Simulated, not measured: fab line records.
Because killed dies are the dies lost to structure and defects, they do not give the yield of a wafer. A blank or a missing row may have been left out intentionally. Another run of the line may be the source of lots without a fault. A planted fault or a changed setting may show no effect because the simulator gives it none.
Which tool did it?    flow nand-harc    36 wafers from 12 lots sampled at 5 of the route's 1302 steps

== WHAT EACH GAUGE READ, for each wafer ==
NHARC_END_SORT_01.
lot   measured      on         killed-at-array  killed-at-other  killed-at-periphery  killed-dies  killed-open  killed-short
L890  day 28 18:43  prober-01  672 671 675      0 0 1            5 6 1                677 677 677  4 3 3        4 4 2
L891  day 28 14:52  prober-02  670 666 674      4 2 2            3 9 1                677 677 677  2 5 6        2 4 0
L892  day 29 02:55  prober-02  668 671 668      1 2 0            8 4 9                677 677 677  1 2 1        1 1 1

== TOOL THAT RAN EACH LOT (tool first, then ch and the chambers of the sampled wafers, then the start) ==
lot   NHARC_P_BONDPAD_DESCUM_11           NHARC_P_BONDPAD_STRIP_15            NHARC_A_ZERO_WELL_ETCH_13         NHARC_A_ONON_D1_DEP_00
L881  rie-diel-02 ch 2,3, day 6 13:26     rie-diel-10 ch 0,2,3, day 6 13:51   rie-si-02 ch 1,2,3, day 6 17:35   pecvd-onon-03 ch 0, day 7 16:23
L883  rie-diel-02 ch 0,1, day 7 09:30     rie-diel-02 ch 2,3, day 7 09:53     rie-si-05 ch 1,2,3, day 7 13:42   pecvd-onon-03 ch 0, day 8 11:16
L884  rie-diel-02 ch 1,2,3, day 8 01:48   rie-diel-10 ch 1,2, day 8 02:11     rie-si-05 ch 1,2,3, day 8 06:02   pecvd-onon-03 ch 0, day 9 04:41
L887  rie-diel-10 ch 1,2,3, day 9 09:10   rie-diel-02 ch 1,2, day 9 09:34     rie-si-02 ch 0,1,2, day 9 13:34   pecvd-onon-03 ch 0, day 10 10:08
L890  rie-diel-10 ch 1,2,3, day 10 16:01  rie-diel-01 ch 1,2,3, day 10 16:24  rie-si-03 ch 0,3, day 10 20:19    pecvd-onon-03, day 11 20:43
L891  rie-diel-01 ch 2,3, day 10 19:17    rie-diel-02 ch 0,1,3, day 10 19:41  rie-si-03 ch 1,3, day 10 23:33    pecvd-onon-01, day 11 20:47
L892  rie-diel-02 ch 1,2,3, day 11 04:23  rie-diel-01 ch 0,1,3, day 11 04:47  rie-si-05 ch 0,1,2, day 11 08:35  pecvd-onon-03, day 12 06:10
L900  rie-diel-10 ch 2,3, day 14 11:24    rie-diel-02 ch 1,3, day 14 11:50    rie-si-05 ch 2,3, day 14 15:40    pecvd-onon-03 ch 0, day 15 13:11
L899  rie-diel-01 ch 0,1, day 14 11:41    rie-diel-10 ch 0,2, day 14 12:06    rie-si-02 ch 2,3, day 14 16:00    pecvd-onon-02 ch 0, day 15 13:15
L902  rie-diel-10 ch 0,1,3, day 15 15:28  rie-diel-01 ch 1,3, day 15 15:51    rie-si-02 ch 0,1,3, day 15 19:43  pecvd-onon-03 ch 0, day 16 17:18
L903  rie-diel-10 ch 0,2,3, day 15 19:55  rie-diel-02 ch 1,2,3, day 15 20:19  rie-si-02 ch 2,3, day 16 00:11    pecvd-onon-01 ch 0, day 16 21:39
L904  rie-diel-02 ch 1,2,3, day 15 21:07  rie-diel-01 ch 1,2, day 15 21:31    rie-si-05 ch 0,1,3, day 16 01:23  pecvd-onon-03 ch 0, day 16 21:49
- NHARC_P_BONDPAD_DESCUM_11: chemistry O2, time 3 s.
- NHARC_P_BONDPAD_STRIP_15: strips in O2.
- NHARC_A_ZERO_WELL_ETCH_13: etches the open film in HBr/Cl2, target depth 120 nm, time 40.1 s.
- NHARC_A_ONON_D1_DEP_00: target thk 1000 nm.

== AS READ BY THE TOOLS THEMSELVES (means over the sampled wafers that have a number; for cases with no such wafer, the mark the record gives instead) ==
NHARC_P_BONDPAD_DESCUM_11.
lot   tool         drypump-motor-current-A (A)  oes-product-au (a.u.)  rf-vpp-V (V)  showerhead-plenum-p-Torr (Torr)  throttle-valve-pct (%)
L881  rie-diel-02  5.8                          1.011                  57.4          1.81                             11.315
L883  rie-diel-02  5.7                          0.984                  58.7          1.87                             11.314
L884  rie-diel-02  6.0                          0.992                  57.2          1.88                             11.313
L887  rie-diel-10  5.6                          1.012                  58.5          1.97                             11.314
L890  rie-diel-10  5.6                          1.003                  58.1          1.97                             11.316
L891  rie-diel-01  5.9                          1.012                  58.2          1.84                             11.312
L892  rie-diel-02  5.9                          0.999                  57.4          1.87                             11.302
L900  rie-diel-10  5.7                          1.006                  57.5          1.95                             11.307
L899  rie-diel-01  5.5                          1.010                  58.5          2.04                             11.311
L902  rie-diel-10  5.2                          1.009                  58.6          1.97                             11.320
L903  rie-diel-10  5.3                          1.012                  58.3          1.94                             11.300
L904  rie-diel-02  5.9                          1.007                  57.1          1.87                             11.319

NHARC_P_BONDPAD_STRIP_15.
lot   tool         drypump-motor-current-A (A)  oes-product-au (a.u.)  rf-vpp-V (V)  showerhead-plenum-p-Torr (Torr)  throttle-valve-pct (%)
L881  rie-diel-10  5.3                          1.007                  56.5          3.58                             17.036
L883  rie-diel-02  5.4                          1.011                  58.3          3.41                             17.039
L884  rie-diel-10  6.0                          1.010                  57.5          3.59                             17.029
L887  rie-diel-02  5.5                          0.998                  58.7          3.52                             17.031
L890  rie-diel-01  5.7                          1.016                  58.7          3.51                             17.036
L891  rie-diel-02  6.0                          0.986                  57.1          3.43                             17.041
L892  rie-diel-01  5.8                          1.021                  58.3          3.60                             17.033
L900  rie-diel-02  6.6                          0.999                  58.0          3.52                             17.038
L899  rie-diel-10  5.7                          1.010                  57.9          3.53                             17.033
L902  rie-diel-01  5.7                          1.019                  56.4          3.48                             17.040
L903  rie-diel-02  5.9                          1.006                  57.7          3.46                             17.031
L904  rie-diel-01  5.5                          1.013                  57.4          3.66                             17.031

NHARC_A_ZERO_WELL_ETCH_13.
lot   tool       drypump-motor-current-A (A)  hbr-flow-sccm (sccm)  oes-product-au (a.u.)  rf-fwd-power-W (W)  throttle-valve-pct (%)
L881  rie-si-02  5.9                          150.0                 0.998                  393.0               26.420
L883  rie-si-05  6.3                          150.0                 0.999                  397.1               26.413
L884  rie-si-05  6.3                          150.2                 1.008                  398.1               26.402
L887  rie-si-02  5.8                          150.2                 1.003                  393.9               26.401
L890  rie-si-03  5.4                          150.1                 0.998                  397.0               26.400
L891  rie-si-03  5.5                          150.0                 0.988                  395.3               26.410
L892  rie-si-05  6.3                          150.4                 0.988                  395.7               26.407
L900  rie-si-05  6.2                          149.8                 1.010                  397.7               26.401
L899  rie-si-02  6.0                          150.0                 1.011                  395.2               26.398
L902  rie-si-02  5.9                          149.5                 0.999                  393.6               26.401
L903  rie-si-02  6.1                          149.9                 1.010                  394.5               26.404
L904  rie-si-05  6.2                          149.9                 1.005                  397.4               26.402

NHARC_A_ONON_D1_DEP_00.
lot   tool           n2-flow-sccm (sccm)  n2o-flow-sccm (sccm)
L881  pecvd-onon-03  2755                 2000
L883  pecvd-onon-03  2748                 1996
L884  pecvd-onon-03  2753                 1997
L887  pecvd-onon-03  2765                 1996
L890  pecvd-onon-03  -                    -
L891  pecvd-onon-01  -                    -
L892  pecvd-onon-03  -                    -
L900  pecvd-onon-03  2751                 2004
L899  pecvd-onon-02  2753                 1994
L902  pecvd-onon-03  2755                 2001
L903  pecvd-onon-01  2749                 2003
L904  pecvd-onon-03  2737                 1997

== THE ANSWER, worked out from the rows above alone ==
Rule: usual is defined by the lots themselves. Put in order of their means at a reading, lots are off if they are a third of the lots or fewer, leave a main group of 4 or more, and stand apart from it by a gap of 3 or more times the standard deviation of the main group's means; of several such gaps the widest counts. Not used: any main group whose means are identical at the precision the tables above print for the reading. A lot without any number at a reading at which 4 lots or more have one is off too. Any other lot the step has rows for is counted as sound. The gauges are gone through in route order, then the tools' own readings, and for those a lot's mean is taken as printed above. At the first step where some lot is off, the reading lying furthest off is the one used; lots without a number count as furthest.
Off at NHARC_A_ONON_D1_DEP_00 (n2-flow-sccm): L890, L891, L892. Without a number there: L890, L891, L892. Main group: mean 2752 sccm, sd 7.
A tool fits if, at that step or a process step before it, it ran every lot that is off, and no sound lot after the first of them. Not one of the candidates tried fits.

== WHAT THE SIMULATOR PUT IN ==
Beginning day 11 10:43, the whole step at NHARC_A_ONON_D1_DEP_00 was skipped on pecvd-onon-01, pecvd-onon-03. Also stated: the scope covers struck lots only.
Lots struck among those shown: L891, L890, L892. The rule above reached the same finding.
